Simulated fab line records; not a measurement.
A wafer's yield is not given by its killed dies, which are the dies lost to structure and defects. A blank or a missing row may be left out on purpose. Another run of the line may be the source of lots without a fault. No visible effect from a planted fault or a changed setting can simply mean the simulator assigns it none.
Problem report, 8D (eight disciplines) form, completed by code -- flow nand-harc -- the parts of the form that need people (team, actions taken, sign-off) are left out

1. PROBLEM STATEMENT
At NHARC_P_BONDPAD_ETCH_12, run-length-s averages 109.5 s over 2 wafers from 2 lots, while fault-free wafers read 121.2 s, standard deviation 0.44. That is -27 standard deviations from the usual mean.
The step: etches the open film in CHF3/O2, target depth 200 nm, time 100 s.
First observed at day 12 18:30: wafer L203.4, on rie-diel-05. At this step, 42 wafers from 14 lots have a number in the record. By rule, "out" or "out of limits" means more than 4 standard deviations away from the usual mean. All remaining wafers that have a number are taken as sound.

2. WHAT IT IS, WHAT IT ISN'T
question,is,is not
which readings at this step,run-length-s,"drypump-motor-current-A, oes-product-au, rf-vpp-V, showerhead-plenum-p-Torr, throttle-valve-pct"
which lots,"L202, L203","L188, L189, L190, L191, L192, L193, L194, L196, L198, L199, L200, L201"
which wafers of those lots,"L202.4, L203.4","L202.1, L202.5, L203.1, L203.6"
read on which tools,rie-diel-05,"rie-diel-06, rie-diel-10"
when,from day 12 18:30,up to then (38 sound wafers); but 2 sound wafers of L202 came after

3. SUSPECTS, AND WHAT RULES EACH OUT
Counting: if a tool at a process step up to the reading ran every lot that is out, it stays a suspect. Sound lots after the first of them don't rule it out here, since some wafers of a struck lot are sound.
- rie-diel-05 at NHARC_P_BONDPAD_ETCH_12 (etches the open film in CHF3/O2, target depth 200 nm, time 100 s): kept. It ran every lot that is out, first L203 (day 12 18:30); its last sound lot up to then is L201 (day 12 17:44). Its own readings are out on those wafers: run-length-s.
- Within rie-diel-05 at NHARC_P_BONDPAD_ETCH_12: the wafers that are out ran in chamber 0; their sound lot-mates ran in chambers 1, 3.
The count leaves rie-diel-05 at NHARC_P_BONDPAD_ETCH_12.

4. THE CAUSE (what the simulator had put in)
rie-diel-05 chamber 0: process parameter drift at NHARC_P_BONDPAD_ETCH_12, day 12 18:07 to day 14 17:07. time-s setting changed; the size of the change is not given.
This tool alone remained once counting was done.

5. SEQUENCE OF EFFECTS, ordered by route
Each row: a reading whose mean over the struck wafers that have a number lies more than 3 standard deviations from the usual. Only readings for which the record gives a usual standard deviation are gone through. hours: the time from each lot's start at the first step in this table that gives one to its start at this step, as a median over the lots. sigmas: the change in usual standard deviations.
hours,step,reading,usual,on struck wafers,change,sigmas
0,NHARC_P_BONDPAD_ETCH_12,run-length-s,121.2 s,109.5,-11.7,-27
Process steps it contains:
- NHARC_P_BONDPAD_ETCH_12: etches the open film in CHF3/O2, target depth 200 nm, time 100 s.

6. HOW IT WOULD HAVE BEEN CAUGHT EARLIER
In this record the first reading out of limits was taken at day 12 18:30, 0 hours after the fault began at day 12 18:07.
